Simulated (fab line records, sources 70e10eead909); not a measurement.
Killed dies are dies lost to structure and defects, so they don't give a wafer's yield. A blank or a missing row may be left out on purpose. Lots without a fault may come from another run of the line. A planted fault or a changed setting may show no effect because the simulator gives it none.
Chamber matching | flow nand_harc | NHARC_A_CHANNEL_FILL_D1_ALD_14 on ald_hk-01: 4 sister chambers
The step deposits SiO2, target thk 2.5 nm, pulse time 10 s, ald cycles 25. 22 wafers are shown with their chamber, then 11 later ones without.

WAFERS WITH THEIR CHAMBER
wafer  | chamber | heater_power_w (W) | precursor_pulse_height_rel
L074.2 | 1       | 504                | 0.972
L074.3 | 2       | 491                | 0.982
L074.4 | 0       | 393                | 1.005
L076.1 | 0       | 389                | 1.037
L076.5 | 0       | 384                | 1.011
L076.6 | 3       | 437                | 0.999
L078.1 | 0       | 389                | 0.979
L078.2 | 1       | 506                | 0.971
L078.4 | 3       | 439                | 0.997
L080.1 | 3       | 435                | 1.005
L080.3 | 2       | 502                | 1.000
L080.6 | 3       | 439                | 1.013
L083.1 | 3       | 439                | 1.024
L083.3 | 0       | 391                | 0.978
L083.6 | 2       | 515                | 1.023
L086.1 | 2       | 507                | 1.011
L086.5 | 1       | 465                | 1.007
L086.6 | 0       | 382                | 1.000
L088.2 | 3       | 438                | 1.017
L088.3 | 0       | 397                | 0.990
L088.6 | 1       | 459                | 0.977
L085.1 | 3       | 443                | 1.000

SIGNATURES (means of the wafers above)
reading                    | chamber 0 | chamber 1 | chamber 2 | chamber 3 | scatter within a chamber
heater_power_w             | 389.29    | 483.50    | 503.75    | 438.57    | 11.5
precursor_pulse_height_rel | 1.00000   | 0.98175   | 1.00400   | 1.00786   | 0.0166
Rule: a wafer's distance from a chamber is the root of the sum, over the readings, of the square of ((its reading less the chamber's mean) divided by the reading's scatter). The wafer belongs to the nearest chamber; if the next one is less than 2 further off, it can't be placed. The scatter: the root of (the sum of the squares of (reading less its chamber's mean) over the shown wafers, divided by (wafers less chambers)).

WAFERS WITHOUT THEIR CHAMBER
wafer  | heater_power_w (W) | precursor_pulse_height_rel
L085.4 | 474                | 1.017
L085.6 | 398                | 0.987
L089.1 | 436                | 0.995
L089.5 | 445                | 0.995
L089.6 | 398                | 0.967
L091.1 | 474                | 1.015
L091.3 | 398                | 0.989
L091.4 | 514                | 0.990
L093.1 | 477                | 1.006
L093.3 | 526                | 1.007
L093.4 | 443                | 0.997

WHICH CHAMBER EACH WENT THROUGH
wafer  | from the rows above          | in truth
L085.4 | can't be placed: 1 or 2 or 3 | 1
L085.6 | 0                            | 0
L089.1 | 3                            | 3
L089.5 | 3                            | 3
L089.6 | 0                            | 0
L091.1 | can't be placed: 1 or 2 or 3 | 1
L091.3 | 0                            | 0
L091.4 | can't be placed: 2 or 1      | 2
L093.1 | can't be placed: 1 or 2 or 3 | 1
L093.3 | 2                            | 2
L093.4 | 3                            | 3
Placed correctly: 7 of 11. Can't be placed from these rows: 4 (the true chamber is among the candidates in 4). Placed wrongly: 0.
